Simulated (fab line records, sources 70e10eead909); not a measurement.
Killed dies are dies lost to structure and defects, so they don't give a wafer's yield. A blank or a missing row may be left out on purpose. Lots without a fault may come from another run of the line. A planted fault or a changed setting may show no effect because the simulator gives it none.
Chamber matching | flow nand_harc | NHARC_P_M0_DEP_32 on pecvd-04: 3 sister chambers
The step deposits SiCN, target thk 30 nm. 3 wafers are shown with their chamber, then 10 later ones without.

WAFERS WITH THEIR CHAMBER
wafer  | chamber | showerhead_vpp_V (V)
L087.3 | 2       | 1331
L090.2 | 1       | 1310
L090.3 | 0       | 1454

WAFERS WITHOUT THEIR CHAMBER
wafer  | showerhead_vpp_V (V)
L090.5 | 1442
L091.3 | 1316
L091.4 | 1359
L091.6 | 1320
L092.4 | 1319
L092.5 | 1445
L092.6 | 1312
L093.4 | 1313
L093.5 | 1468
L093.6 | 1341

WHICH CHAMBER EACH WENT THROUGH
wafer  | from the rows above     | in truth
L090.5 | 0                       | 0
L091.3 | can't be placed: 1 or 2 | 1
L091.4 | can't be placed: 2 or 1 | 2
L091.6 | can't be placed: 1 or 2 | 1
L092.4 | can't be placed: 1 or 2 | 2
L092.5 | 0                       | 0
L092.6 | can't be placed: 1 or 2 | 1
L093.4 | can't be placed: 1 or 2 | 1
L093.5 | 0                       | 0
L093.6 | can't be placed: 2 or 1 | 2
Placed correctly: 3 of 10. Can't be placed from these rows: 7 (the true chamber is among the candidates in 7). Placed wrongly: 0.
How it was worked out, from the rows above alone: a wafer's distance from a chamber is the root of the sum, over the readings, of the square of ((its reading less the chamber's mean) divided by the reading's scatter). The wafer belongs to the nearest chamber; if the next one is less than 2 further off, it can't be placed. A chamber's mean is the mean of its shown wafers. The scatter: with one shown wafer a chamber, the root of the mean of the squares of how far each hidden wafer lies from its nearest shown one.
